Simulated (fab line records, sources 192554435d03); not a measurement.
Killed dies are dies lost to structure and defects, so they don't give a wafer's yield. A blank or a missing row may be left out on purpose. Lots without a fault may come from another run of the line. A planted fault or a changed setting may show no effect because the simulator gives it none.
Chamber matching | flow n5_finfet | N5_BEOL_M11_ILD_DEP_00 on pecvd-02: 3 sister chambers
The step deposits SiCOH lowk from DEMS/porogen, target thk 308.51 nm, time 58 s. 6 wafers are shown with their chamber, then 11 later ones without.

WAFERS WITH THEIR CHAMBER
wafer  | chamber | throttle_valve_pct (%) | heater_power_w (W)
L085.3 | 2       | 13.7                   | 394
L085.5 | 0       | 13.0                   | 310
L086.1 | 1       | 13.7                   | 265
L086.3 | 0       | 13.0                   | 370
L086.6 | 1       | 13.9                   | 269
L087.2 | 2       | 13.3                   | 403

WAFERS WITHOUT THEIR CHAMBER
wafer  | throttle_valve_pct (%) | heater_power_w (W)
L087.5 | 13.9                   | 236
L087.6 | 13.4                   | 325
L089.1 | 13.8                   | 289
L089.4 | 14.0                   | 295
L089.6 | 12.8                   | 341
L092.1 | 13.1                   | 356
L092.2 | 13.6                   | 360
L092.5 | 13.6                   | 283
L094.2 | 13.6                   | 394
L094.3 | 13.7                   | 300
L094.6 | 13.2                   | 329

WHICH CHAMBER EACH WENT THROUGH
wafer  | from the rows above          | in truth
L087.5 | 1                            | 1
L087.6 | can't be placed: 0 or 2 or 1 | 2
L089.1 | 1                            | 1
L089.4 | 1                            | 1
L089.6 | 0                            | 0
L092.1 | can't be placed: 0 or 2      | 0
L092.2 | can't be placed: 2 or 0      | 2
L092.5 | 1                            | 1
L094.2 | 2                            | 2
L094.3 | 1                            | 1
L094.6 | 0                            | 0
Placed correctly: 8 of 11. Can't be placed from these rows: 3 (the true chamber is among the candidates in 3). Placed wrongly: 0.
How it was worked out, from the rows above alone: a wafer's distance from a chamber is the root of the sum, over the readings, of the square of ((its reading less the chamber's mean) divided by the reading's scatter). The wafer belongs to the nearest chamber; if the next one is less than 2 further off, it can't be placed. A chamber's mean is the mean of its shown wafers. The scatter: the root of (the sum of the squares of (reading less its chamber's mean) over the shown wafers, divided by (wafers less chambers)).
